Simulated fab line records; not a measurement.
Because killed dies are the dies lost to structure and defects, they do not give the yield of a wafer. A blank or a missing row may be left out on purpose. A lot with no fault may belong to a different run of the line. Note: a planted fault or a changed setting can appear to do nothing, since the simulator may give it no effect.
Chamber matching ; flow n5 finfet ; N5_DUMMY_GATE_ETCH_32 on rie si-05: 4 sister chambers
The step etches SiO2 in CF4, target depth 3.5 nm, time 3.9 s. 4 wafers are shown with their chamber, then 9 later ones without.

## EACH WAFER AND ITS CHAMBER
wafer;chamber;throttle valve pct (%)
L082.1;3;22.06
L089.3;0;21.68
L089.4;1;21.78
L089.6;2;21.51

## WAFERS MISSING THEIR CHAMBER
wafer;throttle valve pct (%)
L090.2;21.52
L090.4;22.06
L090.5;21.67
L092.1;21.78
L092.3;21.70
L092.5;22.06
L097.4;21.76
L097.5;21.53
L097.6;21.78

## EACH ONE'S CHAMBER
wafer;from the rows above;in truth
L090.2;2;2
L090.4;3;3
L090.5;0;0
L092.1;1;1
L092.3;0;0
L092.5;3;3
L097.4;1;1
L097.5;2;2
L097.6;1;1
Correct placement for 9 of the 9. Left unplaced by these rows: 0. Number placed wrongly: 0.
How it was worked out, from the rows above alone: a wafer's distance from a chamber is the root of the sum, over the readings, of the square of ((its reading less the chamber's mean) divided by the reading's scatter). If the next closest chamber is less than 2 further off than the closest, the wafer can't be placed; otherwise it belongs to the closest. For every chamber, the mean is computed from those of its wafers that are shown. The scatter (one wafer shown for each chamber): square how far every hidden wafer sits from the nearest shown wafer, average those squares and take the square root.
